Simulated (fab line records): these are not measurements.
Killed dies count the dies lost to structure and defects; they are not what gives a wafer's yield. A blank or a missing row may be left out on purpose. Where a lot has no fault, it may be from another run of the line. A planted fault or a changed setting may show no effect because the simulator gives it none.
fab line records	flow n5-finfet
record lots=7	wafers=21
route steps=1938 shown BEOL_M4@1024 BEOL_M5@1120 BEOL_M6@1239 BEOL_M7@1266 BEOL_M8@1359
start-h: hours from the record's first day to the start of the lot's first wafer shown	wait-h: time in hours since the lot's previous step	" same as the row above	L1.1+2: one row covering several wafers at once	- no value, or no start given	* or withheld: withheld	< > ~ a bound
route shown NAME@n: a module of which the file shows steps, and the number in the route of the first	usual: mean and standard deviation over wafers with no fault	same: alike in all rows	chamber/n: place in a boat	sites: readings site by site	_std_site: standard deviation across them	_edge_site: the outer-site mean with the inner-site mean subtracted	radius-mm: how far each site lies from the wafer's centre	mask NAME#n: copy n	behind: the tool/chamber that last shaped the wafer	hold: what put the lot on hold/how long, in hours/how the hold closed	device: transistor that didn't switch, given as n, p or np	end of line: the same wafers' tests at the end of the route	for a step that has no rows: nothing shown but its recipe	killed: dies that structure and defects cost at the first sort, which is not the same as the wafer's yield	map: shows each die of a wafer: x if killed, . if not, _ if none is there
set.NAME: the setting that was run; set.NAME@STEP: the one run at that earlier step	model.NAME: the simulator's own value behind a step, which no gauge read
lots with deliberately changed settings; one table per step, one row per wafer
## steps
# step N5_BEOL_M4_HM_DEP_02
# recipe material=TiN	target-thk-a=200	temp-c=25	chamber-pressure-pa=0.49996
lot.wafer	tool	chamber	start-h	wait-h	set.target-thk-a	model.TiN_of_BEOL_M4_HM_DEP_02.thk-nm
L074.1	pvd-sputter-02	-	215.45	0.2	200	20.2
L074.2	"	-	"	"	214.2	21.8
L074.6	"	-	"	"	200	20
L076.1+6	pvd-sputter-01	-	217.69	0.1	175.7	17.4
L076.3	"	-	"	"	200	19.8
L078.3+4+6	pvd-sputter-03	-	236.80	0.4	200	19.8
L081.1	pvd-sputter-02	-	263.27	2.9	200	20
L081.2+6	"	-	"	"	209.6	20.8
L080.1+3+5	pvd-sputter-01	-	277.97	1.9	200	20.2
L088.2+3	pvd-sputter-03	-	299.90	0.8	200	20
L088.5	"	-	"	"	200	19.8
L097.2	pvd-sputter-03	-	326.94	0.5	187.9	19
L097.3	"	-	"	"	200	20
L097.5	"	-	"	"	200	20.2
# step N5_BEOL_M4_COAT_61
# recipe resist=SOC	temp-c=250	time-s=60	spin-rpm=1500	resist-thk-nm=60
# step N5_BEOL_M4_COAT_62
# recipe resist=SiARC	temp-c=220	time-s=60	spin-rpm=1500	resist-thk-nm=12
# step N5_BEOL_M4_STRIP_75
# recipe chemistry=N2/H2	temp-c=40	n2-flow-sccm=200	h2-flow-sccm=200	rf-frequency-hz=6e+07
# step N5_BEOL_M4_STRIP_66
# recipe chemistry=CF4	resist=SiARC	power-w=300	bias-power-w=75	pressure-mtorr=50	cf4-flow-sccm=150	rf-frequency-hz=6e+07
# step N5_BEOL_M4_HM_OPEN_17
# recipe chemistry=Cl2/BCl3	target-depth-a=200	overetch-a=60	target=TiN	mask-material=SOC	ion-energy-ev=150	pressure-mtorr=10	icp-w=1000	bias-w=126	Cl2_flow_sccm=53.25	bcl3-flow-sccm=21.75	Ar_flow_sccm=25
lot.wafer	tool	chamber	start-h	wait-h	set.target-thk-a@BEOL_M4_HM_DEP_02	model.etch.depth-nm
L074.1	rie-metal-03	0	216.23	0.0	200	20.3
L074.2	"	1	"	"	214.2	21.71
L074.6	"	0	"	"	200	20.09
L076.1	rie-metal-03	0	218.58	0.0	175.7	17.35
L076.3	"	1	"	"	200	19.84
L076.6	"	0	"	"	175.7	17.38
L078.3	rie-metal-02	0	237.76	0.1	200	19.7
L078.4	"	0	"	"	200	19.88
L078.6	"	0	"	"	200	19.76
L081.1	rie-metal-01	0	264.04	0.0	200	19.91
L081.2	"	1	"	"	209.6	20.82
L081.6	"	1	"	"	209.6	20.77
L080.1	rie-metal-02	0	278.86	0.0	200	20.15
L080.3	"	0	"	"	200	20.16
L080.5	"	0	"	"	200	20.28
L088.2	rie-metal-01	1	300.67	0.0	200	20.08
L088.3	"	0	"	"	200	19.93
L088.5	"	0	"	"	200	19.85
L097.2	rie-metal-01	0	327.83	0.0	187.9	19.05
L097.3	"	1	"	"	200	19.92
L097.5	"	0	"	"	200	20.23
# step N5_BEOL_M4_STRIP_19
# recipe chemistry=O2	power-w=400	temp-c=40	pressure-mtorr=30	rf-frequency-hz=6e+07	bias-power-w=0	overash-fraction=0.2	o2-flow-sccm=225
# step N5_BEOL_M4_STRIP_83
# recipe chemistry=C4F6/O2	resist=SiARC	rf-frequency-hz=6e+07
# step N5_BEOL_M4_STRIP_36
# recipe chemistry=N2/H2	power-w=450	temp-c=40	pressure-mtorr=20	rf-frequency-hz=6e+07	overash-fraction=0.3	bias-power-w=7	h2-frac=0.5	n2-flow-sccm=200	h2-flow-sccm=200
# step N5_BEOL_M4_TRENCH_ETCH_37
# recipe chemistry=C4F6/O2	target-depth-a=555.55	target=SiOC	time-s=29.2	ion-energy-ev=250	pressure-mtorr=30	source-w=355	bias-w=185	Ar_flow_sccm=300	C4F6_flow_sccm=10	O2_flow_sccm=10
lot.wafer	tool	chamber	start-h	wait-h	set.target-thk-a@BEOL_M4_HM_DEP_02	model.TiN_of_BEOL_M4_HM_DEP_02.thk-nm
L074.1	rie-diel-04	2	-	-	200	18
L074.2	"	0	"	"	214.2	19.4
L074.6	"	2	"	"	200	17.8
L076.1+6	rie-diel-04	3,0	-	-	175.7	15
L076.3	"	0	"	"	200	17.4
L078.3+6	rie-diel-03	2	-	-	200	17.4
L078.4	"	3	"	"	200	17.6
L081.1	rie-diel-01	0	-	-	200	17.6
L081.2+6	"	3,2	"	"	209.6	18.4
L080.1+3+5	rie-diel-03	3,2,2	-	-	200	17.8
L088.2	rie-diel-03	1	-	-	200	17.8
L088.3+5	"	0	"	"	200	17.6
L097.2	rie-diel-03	3	-	-	187.9	16.8
L097.3	"	1	"	"	200	17.6
L097.5	"	2	"	"	200	17.8
# step N5_BEOL_M5_COAT_05
# recipe resist=CAR-EUV	spin-rpm=1500	resist-thk-nm=30
lot.wafer	tool	chamber	start-h	wait-h	set.spin-rpm	model.CAR-EUV_of_BEOL_M5_COAT_05.thk-nm
L074.1+6	litho-track-01	0	-	-	1628	28.8
L074.2	"	0	"	"	1500	30
L076.1	litho-track-05	0	-	-	1500	30.2
L076.3	"	0	"	"	1614	29
L076.6	"	0	"	"	1614	29.2
L078.3	litho-track-01	0	-	-	1500	30.2
L078.4+6	"	0	"	"	1500	30
L081.1+2+6	litho-track-01	0	-	-	1609	29
L080.1+3	litho-track-01	0	-	-	1500	30
L080.5	"	0	"	"	1634	28.8
L088.2	litho-track-05	0	-	-	1500	30
L088.3+5	"	0	"	"	1557	29.4
L097.2+5	litho-track-01	0	-	-	1500	30
L097.3	"	0	"	"	1641	28.6
# step N5_BEOL_M5_ETCH_72
# recipe chemistry=N2/H2	target=underlayer	target-depth-a=65	mask-material=CAR-EUV	time-s=5.2	ion-energy-ev=200	pressure-mtorr=30	source-w=840	bias-w=150	n2-flow-sccm=200	h2-flow-sccm=200	ends=cleared
# usual etch-rf-on-time-s=5.19/0.064	rf-vpp-V=523.0/3
lot.wafer	tool	chamber	start-h	wait-h	set.bias-w	etch-rf-on-time-s	rf-vpp-V
L074.1	rie-diel-06	2	237.08	0.0	150	5.29	521.3
L074.2	"	3	"	"	138.8	5.49	497.6
L074.6	"	1	"	"	138.8	5.37	496.2
L076.1	rie-diel-06	0	241.01	0.0	150	5.27	521.8
L076.3	"	2	"	"	150	5.28	520.1
L076.6	"	3	"	"	150	5.28	521.4
L078.3	rie-diel-02	0	255.61	0.0	150	5.18	524.7
L078.4	"	1	"	"	150	5.11	524.7
L078.6	"	0	"	"	150	5.19	526.7
L081.1	rie-diel-05	3	279.02	0.0	150	5.12	526.1
L081.2	"	2	"	"	150	5.14	521.4
L081.6	"	1	"	"	150	5.21	525.1
L080.1	rie-diel-05	0	296.35	0.0	150	5.19	522.7
L080.3	"	3	"	"	150	5.23	523.5
L080.5	"	3	"	"	150	5.18	523.2
L088.2	rie-diel-06	1	320.48	0.0	150	5.13	520.9
L088.3	"	2	"	"	150	5.18	528.7
L088.5	"	1	"	"	150	5.18	522.0
L097.2	rie-diel-05	2	369.15	0.0	171.9	4.87	567.0
L097.3	"	0	"	"	150	5.17	523.2
L097.5	"	0	"	"	150	5.21	521.6
# step N5_BEOL_M6_TRENCH_ETCH_37
# recipe chemistry=C4F6/O2	target-depth-a=944.35	target=SiCOH_lowk	time-s=31.5	ion-energy-ev=250	pressure-mtorr=30	source-w=345	bias-w=185	Ar_flow_sccm=300	C4F6_flow_sccm=10	O2_flow_sccm=10
lot.wafer	tool	chamber	start-h	wait-h	set.time-s	model.etch.depth-nm	model.BEOL_M6.feature-depth-nm
L074.1	rie-diel-04	3	-	-	31.5	93.62	93.6
L074.2	"	1	"	"	31.5	93.89	93.8
L074.6	"	2	"	"	31.5	91.4	91.4
L076.1	rie-diel-03	1	-	-	31.5	94.12	94.2
L076.3	"	3	"	"	31.5	92.52	92.6
L076.6	"	3	"	"	34.18	99.54	99.6
L078.3	rie-diel-04	3	-	-	31.5	93.16	93.2
L078.4	"	2	"	"	31.5	91.72	91.8
L078.6	"	1	"	"	31.5	95.14	95.2
L081.1	rie-diel-01	2	-	-	31.5	93.43	93.4
L081.2	"	1	"	"	36.21	109.1	109
L081.6	"	3	"	"	36.21	106.9	106.8
L080.1	rie-diel-03	2	-	-	31.5	97.34	97.4
L080.3	"	3	"	"	31.5	92.03	92
L080.5	"	1	"	"	31.5	94.18	94.2
L088.2	rie-diel-04	1	-	-	31.5	94.01	94
L088.3	"	2	"	"	31.5	94.36	94.4
L088.5	"	2	"	"	25.86	77.88	77.8
L097.2	rie-diel-03	2	-	-	31.5	96.25	96.2
L097.3	"	1	"	"	31.5	94.27	94.2
L097.5	"	1	"	"	31.5	93.63	93.6
# step N5_BEOL_M6_ETCH_41
# recipe chemistry=CH3F/O2	target=SiCN	target-depth-a=297	taper-deg=2	time-s=52	ion-energy-ev=120	mask-material=TiN	pressure-mtorr=30	source-w=395	bias-w=75	Ar_flow_sccm=150	CH3F_flow_sccm=30	O2_flow_sccm=20
# step N5_BEOL_M6_STRIP_80
# recipe chemistry=N2/H2	time-s=10	power-w=450	temp-c=40	pressure-mtorr=20	rf-frequency-hz=6e+07	bias-power-w=7	n2-flow-sccm=200	h2-flow-sccm=200
# step N5_BEOL_M6_OCD_MEAS_38
# usual trench-depth-nm=94.2/1.6
lot.wafer	tool	chamber	start-h	wait-h	set.time-s@BEOL_M6_TRENCH_ETCH_37	trench-depth-nm
L074.1	ocd-01	-	252.32	-	31.5	93.8
L074.2	"	-	"	"	31.5	93.8
L074.6	"	-	"	"	31.5	91.4
L076.1	ocd-01	-	254.24	-	31.5	94.1
L076.3	"	-	"	"	31.5	92.8
L076.6	"	-	"	"	34.18	99.2
L078.3	ocd-02	-	271.85	-	31.5	93.2
L078.4	"	-	"	"	31.5	91.2
L078.6	"	-	"	"	31.5	94.6
L081.1	ocd-02	-	296.07	-	31.5	93.4
L081.2	"	-	"	"	36.21	109.6
L081.6	"	-	"	"	36.21	107.2
L080.1	ocd-02	-	315.58	-	31.5	97.0
L080.3	"	-	"	"	31.5	91.9
L080.5	"	-	"	"	31.5	93.9
L088.2	ocd-01	-	342.34	-	31.5	94.1
L088.3	"	-	"	"	31.5	93.9
L088.5	"	-	"	"	25.86	78.2
L097.2	ocd-02	-	385.60	-	31.5	96.3
L097.3	"	-	"	"	31.5	94.5
L097.5	"	-	"	"	31.5	94.0
# step N5_BEOL_M6_HM_STRIP_39
# recipe chemistry=peroxide-tin-strip	material=TiN	target-depth-a=250	temp-c=50	time-s=158
# step N5_BEOL_M6_SRD_40
# recipe time-s=30	temp-c=23	rinse-liquid=diw	dry=ipa-marangoni
# step N5_BEOL_M6_ECD_50
# recipe material=Cu	target-thk-a=3000
# step N5_BEOL_M6_ANNEAL_51
# recipe temp-c=225	time-s=90	ambient=N2
# step N5_BEOL_M6_CMP_52
# recipe stop-on=SiCOH_lowk	t-overpolish-s=6.9	down-force-psi=1	platen-rpm=50	clearing-platen-down-force-psi=1.5	clearing-platen-rpm=50	post-cmp-clean=cu-alkaline	target-thk-nm=80	clearing-platen-pad-velocity-m-s=0.99484	pad-velocity-m-s=0.99484
lot.wafer	tool	chamber	start-h	wait-h	set.time-s@BEOL_M6_TRENCH_ETCH_37	model.Cu_of_BEOL_M6_ECD_50.thk-nm
L074.1+2	cmp-03	2,3	254.43	0.3	31.5	78.8
L074.6	"	3	"	"	31.5	75.6
L076.1	cmp-04	3	257.82	0.3	31.5	82
L076.3	"	2	"	"	31.5	78
L076.6	"	0	"	"	34.18	86.8
L078.3	cmp-03	1	275.11	0.2	31.5	79.2
L078.4	"	0	"	"	31.5	78.4
L078.6	"	1	"	"	31.5	82.2
L081.2	cmp-01	0	297.92	0.2	36.21	95.4
L081.1	"	2	"	"	31.5	79
L081.6	"	3	"	"	36.21	91.6
L080.3	cmp-03	3	317.91	0.2	31.5	78.4
L080.1	"	0	"	"	31.5	83.6
L080.5	"	3	"	"	31.5	80.8
L088.3	cmp-04	2	345.53	0.2	31.5	81.6
L088.2	"	3	"	"	31.5	82
L088.5	"	2	"	"	25.86	64.6
L097.3	cmp-04	2	388.26	0.2	31.5	79.6
L097.2	"	0	"	"	31.5	80.6
L097.5	"	2	"	"	31.5	77.6
# step N5_BEOL_M6_THK_MEAS_53
# recipe thk-meas-gauge=xrf	reads=Cu_of_BEOL_M6_ECD_50
# usual M6_THK=77.6/2.1
lot.wafer	tool	chamber	start-h	wait-h	set.time-s@BEOL_M6_TRENCH_ETCH_37	M6_THK[nm]
L074.1	film-metro-02	-	254.72	-	31.5	75.9
L074.2	"	-	"	"	31.5	76.3
L074.6	"	-	"	"	31.5	72.9
L076.1	film-metro-01	-	258.12	-	31.5	79.1
L076.3	"	-	"	"	31.5	75.6
L076.6	"	-	"	"	34.18	83.3
L078.3	film-metro-01	-	275.41	-	31.5	76.8
L078.4	"	-	"	"	31.5	76.3
L078.6	"	-	"	"	31.5	80.0
L081.1	film-metro-02	-	298.18	-	31.5	76.1
L081.2	"	-	"	"	36.21	91.5
L081.6	"	-	"	"	36.21	88.0
L080.1	film-metro-01	-	318.21	-	31.5	81.2
L080.3	"	-	"	"	31.5	76.2
L080.5	"	-	"	"	31.5	78.0
L088.2	film-metro-01	-	345.82	-	31.5	80.1
L088.3	"	-	"	"	31.5	79.5
L088.5	"	-	"	"	25.86	62.8
L097.2	film-metro-01	-	388.55	-	31.5	78.3
L097.3	"	-	"	"	31.5	77.7
L097.5	"	-	"	"	31.5	75.4
# step N5_BEOL_M6_PRE_CLEAN_55
# recipe gas=NH3	time-s=15	temp-c=withheld	rf-power-w=300
# step N5_BEOL_M6_DEP_56
# recipe material=SiCN	target-thk-a=100	temp-c=withheld	precursor=3MS/NH3	pressure-torr=3	rf-w=202	time-s=17.5
# step N5_BEOL_M6_RS_MEAS_57
# recipe thk-meas-gauge=four-point-probe	reads=Cu_of_BEOL_M6_ECD_50+Co_of_BEOL_M6_CVD_78+TaN_of_BEOL_M6_ALD_77
# usual M6_RS=0.286/0.0084
lot.wafer	tool	chamber	start-h	wait-h	set.time-s@BEOL_M6_TRENCH_ETCH_37	M6_RS[ohm/sq]
L074.1	film-metro-02	-	254.86	0.1	31.5	0.291
L074.2	"	-	"	"	31.5	0.291
L074.6	"	-	"	"	31.5	0.306
L076.1	film-metro-01	-	258.28	0.1	31.5	0.278
L076.3	"	-	"	"	31.5	0.295
L076.6	"	-	"	"	34.18	0.260
L078.3	film-metro-01	-	275.57	0.1	31.5	0.289
L078.4	"	-	"	"	31.5	0.293
L078.6	"	-	"	"	31.5	0.277
L081.1	film-metro-02	-	298.31	0.1	31.5	0.290
L081.2	"	-	"	"	36.21	0.233
L081.6	"	-	"	"	36.21	0.243
L080.1	film-metro-02	-	318.34	0.1	31.5	0.272
L080.3	"	-	"	"	31.5	0.292
L080.5	"	-	"	"	31.5	0.282
L088.2	film-metro-02	-	345.95	0.1	31.5	0.278
L088.3	"	-	"	"	31.5	0.280
L088.5	"	-	"	"	25.86	0.370
L097.2	film-metro-01	-	388.68	0.1	31.5	0.284
L097.3	"	-	"	"	31.5	0.288
L097.5	"	-	"	"	31.5	0.296
# step N5_BEOL_M7_PECVD_70
# recipe material=SiO2	target-thk-a=200	temp-c=400	precursor=TEOS/O2	pressure-torr=5.5	rf-w=450	teos-flow-sccm=53.8	gas=O2	flow-sccm=3000	time-s=22.7
lot.wafer	tool	chamber	start-h	wait-h	set.temp-c	model.SiO2_of_BEOL_M7_PECVD_70.thk-nm
L074.1	pecvd-01	0	256.07	0.0	408.8	18.8
L074.2	"	1	"	"	400	20
L074.6	"	0	"	"	408.8	19.2
L076.1	pecvd-03	0	258.98	0.0	400	20
L076.3	"	0	"	"	388	22
L076.6	"	0	"	"	388	21.8
L078.3	pecvd-02	0	276.24	0.0	400	19.8
L078.4	"	2	"	"	400	20
L078.6	"	0	"	"	400	20.2
L081.1	pecvd-02	1	299.47	0.0	391	20.8
L081.2	"	2	"	"	400	19.6
L081.6	"	1	"	"	391	21
L080.1	pecvd-02	2	319.24	0.0	400	19.6
L080.3	"	0	"	"	391.9	20.8
L080.5	"	2	"	"	400	20
L088.2+3	pecvd-01	1,0	346.63	0.0	400	19.8
L088.5	"	0	"	"	400	20.2
L097.2+3	pecvd-03	0,2	389.36	0.0	394.8	20.6
L097.5	"	0	"	"	400	20.4
# step N5_BEOL_M7_HM_DEP_02
# recipe material=TiN	target-thk-a=200	temp-c=25	chamber-pressure-pa=0.49996
# step N5_BEOL_M7_COAT_59
# recipe resist=SOC	temp-c=250	time-s=60	spin-rpm=1500	resist-thk-nm=100
# step N5_BEOL_M7_STRIP_80
# recipe chemistry=N2/H2	time-s=10	power-w=450	temp-c=40	pressure-mtorr=20	rf-frequency-hz=6e+07	bias-power-w=7	n2-flow-sccm=200	h2-flow-sccm=200
# step N5_BEOL_M7_HM_STRIP_39
# recipe chemistry=peroxide-tin-strip	material=TiN	target-depth-a=250	temp-c=50	time-s=158
lot.wafer	tool	chamber	start-h	wait-h	set.temp-c@BEOL_M7_PECVD_70	model.SiO2_of_BEOL_M7_PECVD_70.thk-nm
L074.1	wet-bench-05	5	263.41	0.0	408.8	18.6
L074.2	"	7	"	"	400	19.8
L074.6	"	3	"	"	408.8	19.2
L076.1	wet-bench-06	2	264.44	0.0	400	19.8
L076.3	"	4	"	"	388	21.8
L076.6	"	3	"	"	388	21.6
L078.3	wet-bench-05	2	283.36	0.0	400	19.6
L078.4	"	6	"	"	400	19.8
L078.6	"	3	"	"	400	20
L081.1	wet-bench-04	0	306.25	0.0	391	20.6
L081.2	"	1	"	"	400	19.4
L081.6	"	6	"	"	391	20.8
L080.1	wet-bench-06	4	325.56	0.0	400	19.4
L080.3	"	2	"	"	391.9	20.6
L080.5	"	3	"	"	400	19.8
L088.2	wet-bench-04	1	350.17	0.0	400	19.6
L088.3	"	3	"	"	400	19.8
L088.5	"	2	"	"	400	20
L097.2+3	wet-bench-05	0,2	393.04	0.0	394.8	20.4
L097.5	"	6	"	"	400	20.2
# step N5_BEOL_M8_COAT_22
# recipe resist=CAR-EUV	spin-rpm=1500	resist-thk-nm=30
lot.wafer	tool	chamber	start-h	wait-h	set.spin-rpm	model.CAR-EUV_of_BEOL_M8_COAT_22.thk-nm
L074.1+6	litho-track-02	0	-	-	1500	30
L074.2	"	0	"	"	1447	30.6
L076.1	litho-track-04	0	-	-	1500	30
L076.3+6	"	0	"	"	1400	31
L078.3	litho-track-02	0	-	-	1500	30
L078.4+6	"	0	"	"	1500	29.8
L081.1+6	litho-track-02	0	-	-	1566	29.4
L081.2	"	0	"	"	1500	30
L080.1	litho-track-05	0	-	-	1500	30
L080.3+5	"	0	"	"	1404	31
L088.2	litho-track-02	0	-	-	1615	29
L088.3+5	"	0	"	"	1500	30
L097.2	litho-track-02	0	-	-	1384	31.6
L097.3+5	"	0	"	"	1384	31.4
# step N5_BEOL_M8_EBR_24
# recipe solvent=PGMEA	ebr-width-mm=1.5
# step N5_BEOL_M8_SOFTBAKE_23
# recipe temp-c=110	time-s=60	resist=CAR-EUV
# step N5_BEOL_M8_EXPOSE_25
# recipe mask-id=V7	na=0.33	source-shape=annular	sigma-inner=0.4	sigma-outer=0.8	polarization=unpolarized	target-cd-nm=40	dose-mj=42.5
# step N5_BEOL_M8_PEB_26
# recipe peb-temp-c=100	peb-time-s=60	resist=CAR-EUV
# step N5_BEOL_M8_DEVELOP_27
# recipe develop-time-s=30	developer=TMAH	resist=CAR-EUV	rinse-liquid=surfactant-rinse	dry=air-spin	dev-temp-c=23
lot.wafer	tool	chamber	start-h	wait-h	set.spin-rpm@BEOL_M8_COAT_22	model.CAR-EUV_of_BEOL_M8_COAT_22.thk-nm
L074.1+6	litho-track-05	0	-	-	1500	29.6
L074.2	"	0	"	"	1447	30.2
L076.1	litho-track-04	0	-	-	1500	29.4
L076.3+6	"	0	"	"	1400	30.6
L078.3+4+6	litho-track-04	0	-	-	1500	29.4
L081.1	litho-track-05	0	-	-	1566	29
L081.2	"	0	"	"	1500	29.6
L081.6	"	0	"	"	1566	28.8
L080.1	litho-track-05	0	-	-	1500	29.6
L080.3+5	"	0	"	"	1404	30.6
L088.2	litho-track-02	0	-	-	1615	28.6
L088.3+5	"	0	"	"	1500	29.6
L097.2+5	litho-track-04	0	-	-	1384	31
L097.3	"	0	"	"	1384	30.8
# step N5_BEOL_M8_ETCH_65
# recipe chemistry=CF4	target=SiARC	target-depth-a=156	mask-material=CAR-EUV	time-s=26	ion-energy-ev=80	pressure-mtorr=40	source-w=545	bias-w=36	Ar_flow_sccm=100	cf4-flow-sccm=100	ends=cleared
# usual etch-rf-on-time-s=25.8/0.48	rf-vpp-V=184.3/1.1
lot.wafer	tool	chamber	start-h	wait-h	set.source-w	etch-rf-on-time-s	rf-vpp-V
L074.1	rie-diel-03	3	271.45	0.0	545	26.4	184.0
L074.2	"	1	"	"	474.3	29.0	193.1
L074.6	"	2	"	"	474.3	28.5	193.6
L076.1	rie-diel-03	3	274.71	0.0	589	24.9	179.5
L076.3	"	2	"	"	589	23.7	179.3
L076.6	"	1	"	"	545	25.6	185.1
L078.3	rie-diel-01	0	290.96	0.0	545	25.7	183.5
L078.4	"	1	"	"	545	25.5	185.9
L078.6	"	2	"	"	545	25.9	185.3
L081.1	rie-diel-01	2	312.68	0.0	545	25.9	186.2
L081.2	"	0	"	"	545	25.8	182.3
L081.6	"	1	"	"	592	23.6	177.8
L080.1	rie-diel-03	1	337.67	0.0	545	25.4	184.6
L080.3	"	3	"	"	545	26.4	184.0
L080.5	"	2	"	"	545	25.2	185.0
L088.2	rie-diel-01	3	357.10	0.0	545	25.5	183.8
L088.3	"	1	"	"	481.5	28.8	192.8
L088.5	"	0	"	"	545	25.8	181.3
L097.2	rie-diel-04	0	399.39	0.0	545	25.0	184.8
L097.3	"	2	"	"	479.4	28.8	193.4
L097.5	"	1	"	"	545	25.6	184.4
## key
split step=N5_BEOL_M4_HM_DEP_02	setting=target-thk-a	stated=200	by=wafer
response step=N5_BEOL_M4_HM_DEP_02	reading=model.TiN_of_BEOL_M4_HM_DEP_02.thk-nm	change=+0.201	per=1%	r=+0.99
response step=N5_BEOL_M4_HM_OPEN_17	reading=model.etch.depth-nm	change=+0.199	per=1%	r=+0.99
response step=N5_BEOL_M4_TRENCH_ETCH_37	reading=model.TiN_of_BEOL_M4_HM_DEP_02.thk-nm	change=+0.191	per=1%	r=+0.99
split step=N5_BEOL_M5_COAT_05	setting=spin-rpm	stated=1500	by=wafer
response step=N5_BEOL_M5_COAT_05	reading=model.CAR-EUV_of_BEOL_M5_COAT_05.thk-nm	change=-0.143	per=1%	r=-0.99
split step=N5_BEOL_M5_ETCH_72	setting=bias-w	stated=150	by=wafer
response step=N5_BEOL_M5_ETCH_72	reading=etch-rf-on-time-s	change=*	per=1%	r=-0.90
response step=N5_BEOL_M5_ETCH_72	reading=rf-vpp-V	change=+3.1	per=1%	r=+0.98
split step=N5_BEOL_M6_TRENCH_ETCH_37	setting=time-s	stated=31.5	by=wafer
response step=N5_BEOL_M6_TRENCH_ETCH_37	reading=model.etch.depth-nm	change=+0.912	per=1%	r=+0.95
response step=N5_BEOL_M6_TRENCH_ETCH_37	reading=model.BEOL_M6.feature-depth-nm	change=+0.913	per=1%	r=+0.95
response step=N5_BEOL_M6_OCD_MEAS_38	reading=trench-depth-nm	change=+0.905	per=1%	r=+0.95
response step=N5_BEOL_M6_CMP_52	reading=model.Cu_of_BEOL_M6_ECD_50.thk-nm	change=+0.945	per=1%	r=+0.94
response step=N5_BEOL_M6_THK_MEAS_53	reading=M6_THK	change=+0.907	per=1%	r=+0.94
response step=N5_BEOL_M6_RS_MEAS_57	reading=M6_RS	change=-0.00428	per=1%	r=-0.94
split step=N5_BEOL_M7_PECVD_70	setting=temp-c	stated=400	by=wafer
response step=N5_BEOL_M7_PECVD_70	reading=model.SiO2_of_BEOL_M7_PECVD_70.thk-nm	change=-0.531	per=1%	r=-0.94
response step=N5_BEOL_M7_HM_STRIP_39	reading=model.SiO2_of_BEOL_M7_PECVD_70.thk-nm	change=-0.522	per=1%	r=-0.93
split step=N5_BEOL_M8_COAT_22	setting=spin-rpm	stated=1500	by=wafer
response step=N5_BEOL_M8_COAT_22	reading=model.CAR-EUV_of_BEOL_M8_COAT_22.thk-nm	change=-0.145	per=1%	r=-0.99
response step=N5_BEOL_M8_DEVELOP_27	reading=model.CAR-EUV_of_BEOL_M8_COAT_22.thk-nm	change=-0.155	per=1%	r=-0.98
split step=N5_BEOL_M8_ETCH_65	setting=source-w	stated=545	by=wafer
response step=N5_BEOL_M8_ETCH_65	reading=etch-rf-on-time-s	change=*	per=1%	r=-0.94
response step=N5_BEOL_M8_ETCH_65	reading=rf-vpp-V	change=-0.762	per=1%	r=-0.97
